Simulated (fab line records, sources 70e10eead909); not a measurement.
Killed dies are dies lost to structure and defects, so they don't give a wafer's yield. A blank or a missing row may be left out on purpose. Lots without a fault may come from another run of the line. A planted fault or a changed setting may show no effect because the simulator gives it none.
Chamber matching | flow nand_harc | NHARC_A_STAIRCASE_ETCH_313 on rie_diel-04: 4 sister chambers
The step etches the open film in CF4/CHF3. 4 wafers are shown with their chamber, then 8 later ones without.

WAFERS WITH THEIR CHAMBER
wafer  | chamber | showerhead_plenum_p_Torr (Torr)
L083.4 | 1       | 1.48
L083.6 | 0       | 1.63
L089.4 | 3       | 1.60
L091.1 | 2       | 1.56

WAFERS WITHOUT THEIR CHAMBER
wafer  | showerhead_plenum_p_Torr (Torr)
L091.3 | 1.47
L091.4 | 1.59
L090.1 | 1.56
L090.5 | 1.59
L090.6 | 1.56
L095.1 | 1.59
L095.2 | 1.62
L095.4 | 1.56

WHICH CHAMBER EACH WENT THROUGH
wafer  | from the rows above     | in truth
L091.3 | 1                       | 1
L091.4 | 3                       | 3
L090.1 | 2                       | 2
L090.5 | 3                       | 3
L090.6 | 2                       | 2
L095.1 | 3                       | 3
L095.2 | can't be placed: 0 or 3 | 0
L095.4 | 2                       | 2
Placed correctly: 7 of 8. Can't be placed from these rows: 1 (the true chamber is among the candidates in 1). Placed wrongly: 0.
How it was worked out, from the rows above alone: a wafer's distance from a chamber is the root of the sum, over the readings, of the square of ((its reading less the chamber's mean) divided by the reading's scatter). The wafer belongs to the nearest chamber; if the next one is less than 2 further off, it can't be placed. A chamber's mean is the mean of its shown wafers. The scatter: with one shown wafer a chamber, the root of the mean of the squares of how far each hidden wafer lies from its nearest shown one.
